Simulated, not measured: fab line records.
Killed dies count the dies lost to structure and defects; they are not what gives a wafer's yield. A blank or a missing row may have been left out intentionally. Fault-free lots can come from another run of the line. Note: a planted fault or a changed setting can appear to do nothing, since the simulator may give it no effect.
Which tool is to blame? ; flow n5Finfet ; 10 lots with 30 wafers sampled at 4 steps, on a route of 1938 steps

== WHAT THE GAUGES SHOWED, per wafer ==
The record lacks any reading of a measuring or inspecting step that a usual standard deviation could be used to judge.

== WHICH TOOL RAN EACH LOT (tool, then ch and the chambers of the sampled wafers, then the start) ==
lot;N5_HKMG_FIN_STRIP_34;N5_HKMG_FIN_ETCH_35;N5_HKMG_FIN_NWFM_ALD_20;N5_HKMG_FIN_STRIP_90
L439;rieDiel-05 ch 0,3, day 4 04:03;rieDiel-05 ch 0,3, day 4 04:04;aldMetal-01 ch 0,2, day 4 05:43;rieDiel-05 ch 1,3, day 4 06:16
L440;rieDiel-05 ch 0,3, day 4 11:28;rieDiel-05 ch 0,3, day 4 11:29;aldMetal-02 ch 1,2,3, day 4 13:10;rieDiel-05 ch 0,1,2, day 4 13:40
L446;rieDiel-04 ch 0,1,3, day 5 20:35;rieDiel-04 ch 0,1,3, day 5 20:37;aldMetal-03 ch 0,1,3, day 5 22:19;rieDiel-05 ch 1,2,3, day 5 22:49
L450;rieDiel-04 ch 0,3, day 7 13:54;rieDiel-04 ch 0,3, day 7 13:55;aldMetal-01 ch 0,1,3, day 7 15:34;rieDiel-04 ch 0,3, day 7 16:04
L452;rieDiel-05 ch 1,2, day 7 22:40;rieDiel-05 ch 1,2, day 7 22:41;aldMetal-01 ch 0,1,2, day 8 00:20;rieDiel-04 ch 0,1,2, day 8 00:52
L456;rieDiel-02 ch 0,1,2, day 8 22:24;rieDiel-02 ch 0,1,2, day 8 22:25;aldMetal-02 ch 1,2,3, day 9 00:11;rieDiel-04 ch 0,1,2, day 9 00:50
L458;rieDiel-05 ch 1,2, day 9 12:20;rieDiel-05 ch 1,2, day 9 12:22;aldMetal-02 ch 0,1, day 9 14:04;rieDiel-05 ch 0,2,3, day 9 14:39
L460;rieDiel-05 ch 1,2, day 9 20:50;rieDiel-05 ch 1,2, day 9 20:52;aldMetal-01 ch 0,1, day 9 22:31;rieDiel-02 ch 1,2,3, day 9 23:04
L459;rieDiel-05 ch 2,3, day 10 02:33;rieDiel-05 ch 2,3, day 10 02:34;aldMetal-01 ch 0,2,3, day 10 04:13;rieDiel-02 ch 2,3, day 10 04:44
L461;rieDiel-04 ch 0,3, day 10 02:59;rieDiel-04 ch 0,3, day 10 03:00;aldMetal-02 ch 0,3, day 10 04:40;rieDiel-04 ch 2,3, day 10 05:10
- N5_HKMG_FIN_STRIP_34: strips in CF4.
- N5_HKMG_FIN_ETCH_35: etches SOC in N2/H2, target depth 215.8 nm, time 243.4 s.
- N5_HKMG_FIN_NWFM_ALD_20: deposits TiAlC, target thk 2 nm, pulse time 3 s, purge time 2 s.
- N5_HKMG_FIN_STRIP_90: strips SOC in N2/H2, time 20 s.

== WHAT THE TOOLS THEMSELVES READ (means of the sampled wafers that have a number; where no wafer has one, the mark that the record gives instead) ==
N5_HKMG_FIN_STRIP_34. Usual: drypumpMotorCurrentA 5.8 A, standard deviation 0.41; oesProductAu 0.74 a.u., standard deviation 0.058; rfFwdPowerW 293.7 W, standard deviation 1.4; rfVppV 271.4 V, standard deviation 1.1; showerheadPlenumPTorr 1.81 Torr, standard deviation 0.034; throttleValvePct 13.58 %, standard deviation 0.16.
lot;tool;drypumpMotorCurrentA (A);oesProductAu (a.u.);rfFwdPowerW (W);rfVppV (V);showerheadPlenumPTorr (Torr);throttleValvePct (%);flag
L439;rieDiel-05;5.7;0.77;293.5;273.4;1.85;13.50;
L440;rieDiel-05;5.9;0.77;293.9;272.0;1.83;13.52;
L446;rieDiel-04;5.5;0.69;295.4;272.5;1.83;13.64;
L450;rieDiel-04;5.8;0.68;294.9;271.0;1.81;13.66;
L452;rieDiel-05;5.9;0.76;292.9;270.0;1.77;13.40;
L456;rieDiel-02;5.6;0.76;293.7;272.1;1.80;13.64;
L458;rieDiel-05;6.1;0.79;293.0;270.7;1.76;13.37;
L460;rieDiel-05;5.9;0.75;293.3;270.5;1.77;13.43;
L459;rieDiel-05;5.6;0.72;294.5;272.5;1.83;13.58;
L461;rieDiel-04;5.6;0.67;295.3;271.5;1.82;13.78;

N5_HKMG_FIN_ETCH_35. Usual: value, then standard deviation, for each; drypumpMotorCurrentA 5.8 A / 0.41; n2FlowSccm 200.1 sccm / 0.63; oesProductAu 0.75 a.u. / 0.062; rfFwdPowerW 2991 W / 9; rfVppV 141.7 V / 0.98; showerheadPlenumPTorr 2.57 Torr / 0.053; throttleValvePct 17.81 % / 0.18.
lot;tool;drypumpMotorCurrentA (A);n2FlowSccm (sccm);oesProductAu (a.u.);rfFwdPowerW (W);rfVppV (V);showerheadPlenumPTorr (Torr);throttleValvePct (%);flag
L439;rieDiel-05;5.7;200.0;0.77;2989;142.6;2.63;17.76;
L440;rieDiel-05;5.9;200.1;0.77;2995;142.0;2.59;17.78;
L446;rieDiel-04;5.6;200.5;0.70;2986;142.4;2.59;17.87;
L450;rieDiel-04;5.8;199.3;0.69;2995;140.4;2.55;17.87;
L452;rieDiel-05;5.9;200.2;0.77;2993;142.1;2.51;17.59;
L456;rieDiel-02;5.6;200.2;0.77;2992;142.0;2.55;17.94;
L458;rieDiel-05;6.1;200.3;0.80;2993;141.4;2.49;17.53;
L460;rieDiel-05;5.9;200.2;0.76;2985;141.6;2.50;17.60;
L459;rieDiel-05;5.5;200.5;0.72;2994;142.2;2.60;17.76;
L461;rieDiel-04;5.6;200.5;0.67;2996;141.1;2.58;18.00;

N5_HKMG_FIN_NWFM_ALD_20. Usual: heaterPowerW 504 W, standard deviation 34; precursorPulseHeightRel 0.999, standard deviation 0.021.
lot;tool;heaterPowerW (W);precursorPulseHeightRel;flag
L439;aldMetal-01;481;1.011;
L440;aldMetal-02;507;1.003;
L446;aldMetal-03;485;1.006;
L450;aldMetal-01;515;1.003;
L452;aldMetal-01;479;0.977;
L456;aldMetal-02;511;1.004;
L458;aldMetal-02;505;1.007;
L460;aldMetal-01;488;1.000;
L459;aldMetal-01;506;0.998;
L461;aldMetal-02;524;1.007;

N5_HKMG_FIN_STRIP_90. Usual: value, then standard deviation, for each; drypumpMotorCurrentA 5.7 A / 0.45; n2FlowSccm 300.0 sccm / 0.9; oesProductAu 0.75 a.u. / 0.064; rfFwdPowerW 496.7 W / 1.8; rfVppV 54.2 V / 0.88; showerheadPlenumPTorr 3.39 Torr / 0.06; throttleValvePct 19.0 % / 0.31.
lot;tool;drypumpMotorCurrentA (A);n2FlowSccm (sccm);oesProductAu (a.u.);rfFwdPowerW (W);rfVppV (V);showerheadPlenumPTorr (Torr);throttleValvePct (%);flag
L439;rieDiel-05;5.8;298.5;0.82;494.4;54.8;3.44;18.6;
L440;rieDiel-05;6.0;300.6;0.82;494.8;55.1;3.34;18.6;
L446;rieDiel-05;5.8;299.5;0.79;497.5;53.9;3.38;18.6;
L450;rieDiel-04;5.8;300.5;0.69;499.3;53.7;3.37;19.1;
L452;rieDiel-04;5.8;300.5;0.71;496.7;54.1;3.38;18.9;
L456;rieDiel-04;5.9;300.4;0.71;498.4;53.6;3.37;19.0;
L458;rieDiel-05;5.8;299.7;0.73;496.7;53.9;3.39;18.9;
L460;rieDiel-02;5.5;299.5;0.71;496.9;54.2;3.38;19.4;
L459;rieDiel-02;5.5;299.6;0.70;496.2;53.3;3.41;19.5;
L461;rieDiel-04;5.7;299.4;0.69;497.6;53.7;3.41;19.2;

== THE ANSWER, worked out from the rows above alone ==
Rule: take the mean of a lot's wafers that have a number; if it is more than 3 standard deviations from the usual mean, the lot is off. Also off: a lot with no number at a reading for which 4 or more lots have one. The other lots that the step has rows for count as sound. After the gauges, taken in route order, come the tools' own readings; for these a lot's mean is taken, as printed above. At the first step where some lot is off, the reading lying furthest off is the one used; lots without a number count as furthest.
No lot is off at any reading shown: from this, nothing can be told.

== WHAT THE SIMULATOR PUT IN ==
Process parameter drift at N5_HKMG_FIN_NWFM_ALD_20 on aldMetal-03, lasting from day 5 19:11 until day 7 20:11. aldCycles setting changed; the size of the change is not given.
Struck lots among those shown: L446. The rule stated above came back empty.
